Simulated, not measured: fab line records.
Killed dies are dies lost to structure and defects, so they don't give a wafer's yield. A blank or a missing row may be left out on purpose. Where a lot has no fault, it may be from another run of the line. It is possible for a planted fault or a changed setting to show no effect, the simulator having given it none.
The same fault as seen by 3 desks :: flow n5Finfet :: only its own numbers are on each desk; what lay behind them is given at the end

TOOL OWNER'S DESK, pecvd-02
The tool's own readings at N5_FIN_SAQP_HM_DEP_72 (deposits SiO2 from SiH4/N2O, target thk 12 nm, time 7.2 s): means of the sampled wafers that have a number, for each lot that ran on this tool. If a lot's mean is further than 4 standard deviations from the usual mean, the lot is out of limits and carries the mark OUT (the distance appears in the brackets).
Columns: A = heaterPowerW at N5_FIN_SAQP_HM_DEP_72, usual 775 W; B = showerheadPlenumPTorr at N5_FIN_SAQP_HM_DEP_72, usual 8.21 Torr
lot: L504
first seen here: day 2 17:35
A: 717
B: 8.03

lot: L513
first seen here: day 4 22:17
A: 732
B: 8.00

lot: L514
first seen here: day 5 02:59
A: 741
B: 7.99
This desk's finding: nothing out of limits on any of the 3 lots.

THE DEFECT DESK
Inspection counts along the route, by lot: the mean over sampled wafers that carry a number. If a lot's mean is further than 4 standard deviations from the usual mean, the lot is out of limits and carries the mark OUT (the distance appears in the brackets).
Columns: A = rawDefectCount at N5_FIN_SAQP_INSPECT_18, usual 364
lot: L504
first seen here: day 2 18:06
A: 410

lot: L511
first seen here: day 4 09:53
A: 317

lot: L513
first seen here: day 4 22:49
A: 396

lot: L514
first seen here: day 5 03:30
A: 398

lot: L517
first seen here: day 5 21:50
A: 396

lot: L520
first seen here: day 6 15:58
A: 404
This desk's finding: nothing out of limits on any of the 6 lots.

THE METROLOGY DESK
Lot by lot, what the gauges showed, no matter which tool ran the lot: averages of those sampled wafers that carry a number. If a lot's mean is further than 4 standard deviations from the usual mean, the lot is out of limits and carries the mark OUT (the distance appears in the brackets).
Columns: A = thkNm at N5_FIN_SAQP_THK_MEAS_05, usual 38.1 nm; B = thkNm at N5_FIN_SAQP_THK_MEAS_07, usual 60.1 nm; C = cdNm at N5_FIN_SAQP_CD_MEAS_16, usual 35.63 nm; D = FIN_CORE_OVL at N5_FIN_SAQP_OVL_MEAS_17, usual -0.4 nm
lot: L504
first seen here: day 2 17:17
A: 38.0
B: 59.9
C: 35.22
D: -0.4

lot: L511
first seen here: day 4 09:15
A: 38.0
B: 60.8
C: 35.66
D: -0.6

lot: L513
first seen here: day 4 22:03
A: 38.1
B: 60.3
C: 36.02
D: 0.3

lot: L514
first seen here: day 5 02:45
A: 38.3
B: 60.1
C: 35.81
D: -0.4

lot: L517
first seen here: day 5 21:05
A: 38.9
B: 60.3
C: 35.42
D: -0.0

lot: L520
first seen here: day 6 15:12
A: 39.0
B: 59.8
C: 35.83
D: -0.3
This desk's finding: nothing out of limits on any of the 6 lots.

BROUGHT TOGETHER
Nothing out of limits was seen by the tool owner's desk.
Nothing the defect desk looked at was out of limits.
Nothing out of limits was seen by the metrology desk.

WHAT WAS PUT IN BY THE SIMULATOR
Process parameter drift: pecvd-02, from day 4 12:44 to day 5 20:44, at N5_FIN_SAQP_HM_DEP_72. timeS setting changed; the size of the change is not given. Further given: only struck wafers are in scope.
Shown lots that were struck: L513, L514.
